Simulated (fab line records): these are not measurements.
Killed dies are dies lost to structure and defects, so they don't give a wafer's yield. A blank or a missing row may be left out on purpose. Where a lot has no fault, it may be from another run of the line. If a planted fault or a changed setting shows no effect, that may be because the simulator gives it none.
A struck lot beside a sound one | flow n5_finfet | 37 out of 1938 route steps
Sound: these wafers, L393.3, L393.5, L393.6. Struck: wafer L389.6 (left out: L389.2, L389.5 of the same lot, which were not struck); the cause appears at the end.
Order at every step that has rows: each side's tool, ch and its chambers, its first start. Under that, the readings that differ: sound wafers | struck wafers | difference of the means | sigmas: that difference in standard deviations of wafers without a fault.
alike: a reading whose means differ by less than 2 such deviations, as well as words and numbers matching on both sides. not compared: withheld readings; readings where some wafer has no value; bounds like >300 that might hide an equal value; numbers whose values overlap and for which the record gives no deviation.
Wherever a step has rows on one side only, a row that says differs or no value, or a row with sigmas, the two part there. When numbers do not overlap yet have no deviation, they are printed without sigmas and do not part them. A reading that every wafer of one side lacks parts them only if that side has two wafers or more.

first, 8 steps without rows for these wafers: N5_MOL_CONTACT_COAG_PRECLEAN_138 (cleans in alkaline clean, time 60 s); N5_MOL_CONTACT_COAG_SRD_139 (time 30 s); N5_MOL_CONTACT_COAG_PRE_CLEAN_121; N5_MOL_CONTACT_COAG_CVD_140 (deposits W, target thk 66.5 nm, time 215 s); N5_MOL_CONTACT_COAG_PRECLEAN_127 (cleans in DIW, time 57.5 s); N5_MOL_CONTACT_COAG_SRD_128 (dry time 32 s); N5_MOL_CONTACT_COAG_CMP_52 (polishes, stops on SiO2, t overpolish 1.5 s, target thk 66.5 nm); N5_MOL_CONTACT_COAG_ANNEAL_112 (time 1800 s).
N5_BEOL_M0_SAQP_PECVD_00: deposits SiCN from 3MS/NH3, target thk 8 nm, time 14 s.
  sound on pecvd-01 ch 1,2, day 8 19:16; struck on pecvd-02 ch 0, day 7 23:56
  reading                                         | sound   | struck | difference | sigmas
  model.SiCN_of_BEOL_M0_SAQP_PECVD_00.thk_nm (nm) | 8 8 8.2 | 4      | -4         |
  alike: showerhead_plenum_p_Torr, showerhead_vpp_V, throttle_valve_pct
then, 25 steps without rows for these wafers: N5_BEOL_M0_SAQP_ILD_DEP_01 (deposits SiOC from DEMS/O2, target thk 45.419 nm, time 8.7 s); N5_BEOL_M0_SAQP_HM_DEP_02 (deposits TiN, target thk 12 nm); N5_BEOL_M0_SAQP_PECVD_03 (deposits SiCN from 3MS/NH3, target thk 12 nm, time 21.1 s); N5_BEOL_M0_SAQP_PECVD_96 (deposits a-Si from SiH4/He, target thk 45 nm, time 45.2 s); N5_BEOL_M0_SAQP_PECVD_97 (deposits SiNx from SiH4/NH3/N2, target thk 23 nm, time 19.9 s); N5_BEOL_M0_SAQP_PECVD_04 (deposits a-Si from SiH4/He, target thk 60 nm, time 60.2 s); N5_BEOL_M0_SAQP_HM_DEP_111 (deposits SiO2 from SiH4/N2O, target thk 12 nm, time 7.2 s); N5_BEOL_M0_SAQP_COAT_81 (time 60 s, resist thk 100 nm); N5_BEOL_M0_SAQP_COAT_82 (time 60 s, resist thk 30 nm); N5_BEOL_M0_SAQP_COAT_08 (resist thk 90 nm); N5_BEOL_M0_SAQP_EBR_10; N5_BEOL_M0_SAQP_SOFTBAKE_09 (time 60 s); N5_BEOL_M0_SAQP_EXPOSE_11 (exposes mask M0 CORE, target cd 42 nm); N5_BEOL_M0_SAQP_PEB_12 (peb time 60 s); N5_BEOL_M0_SAQP_DEVELOP_13 (develop time 30 s); N5_BEOL_M0_SAQP_DESCUM_19 (chemistry O2, time 7.9 s); N5_BEOL_M0_SAQP_ETCH_83 (etches SiARC in CF4, target depth 39 nm, time 65 s); N5_BEOL_M0_SAQP_ETCH_84 (etches SOC in N2/H2, target depth 100 nm, overetch 20 nm, time 150 s); N5_BEOL_M0_SAQP_STRIP_80 (strips in N2/H2); N5_BEOL_M0_SAQP_HM_OPEN_112 (chemistry CHF3/O2, target SiO2, stops on a-Si, target depth 12 nm, time 13.5 s); N5_BEOL_M0_SAQP_STRIP_113 (strips in CHF3/O2); N5_BEOL_M0_SAQP_MANDREL_ETCH_20 (etches a-Si in HBr/Cl2, stops on SiNx, target depth 60 nm, bt time 10 s, time 30 s); N5_BEOL_M0_SAQP_STRIP_86 (strips in N2/H2); N5_BEOL_M0_SAQP_STRIP_115 (strips in post etch residue remover, time 60 s); N5_BEOL_M0_SAQP_SRD_93 (time 30 s).
N5_BEOL_M0_ETCH_109: etches SiCN in CH3F/O2, target depth 8 nm, overetch 2.4 nm, time 27.4 s.
  sound on rie_diel-06 ch 0,1, day 9 08:47; struck on rie_diel-05 ch 2, day 8 11:11
  reading                  | sound          | struck | difference | sigmas
  oes_product_au (a.u.)    | 0.63 0.64 0.68 | 0.46   | -0.19      | -3
  model.etch.depth_nm (nm) | 8 8.064 8.133  | 4.095  | -3.971     |
  alike: drypump_motor_current_A, rf_vpp_V, showerhead_plenum_p_Torr, throttle_valve_pct
  not compared: rf_hours_counter_h
N5_BEOL_M0_RS_MEAS_126: measurement is done with a four-point probe.
  sound on film_metro-01 at day 9 11:25; struck on film_metro-02 at day 8 14:40
  reading        | sound             | struck | difference | sigmas
  M0_RS (ohm/sq) | 0.544 0.525 0.526 | 0.588  | +0.056     | +4
-- a jump in the record: the struck wafers' starts before and after are 4 days apart (it breaks off in module BEOL_M0 and resumes in module BEOL_M4, where the first step shown is number 1111 of the route) --
N5_BEOL_M4_RC_MEAS_101:
  sound on prober-02 ch 0, day 14 00:01; struck on prober-01 ch 0, day 12 02:44
  reading       | sound                | struck | difference | sigmas
  SS_N (mV/dec) | 71.6 72.2 73.3       | 71.3   | -1.1       | -2
  SS_P (mV/dec) | 73.9 73.6 75.0       | 73.0   | -1.2       | -2
  VT_P (mV)     | -249.8 -251.9 -248.8 | -244.0 | +6.2       | +2
  alike: DIBL_N, DIBL_P, IOFF_N, IOFF_P, ION_N, ION_P, VT_N

== WHERE THEY PART ==
First at N5_BEOL_M0_ETCH_109; last, within this record, at N5_BEOL_M4_RC_MEAS_101.

WHY: what the simulator had put in
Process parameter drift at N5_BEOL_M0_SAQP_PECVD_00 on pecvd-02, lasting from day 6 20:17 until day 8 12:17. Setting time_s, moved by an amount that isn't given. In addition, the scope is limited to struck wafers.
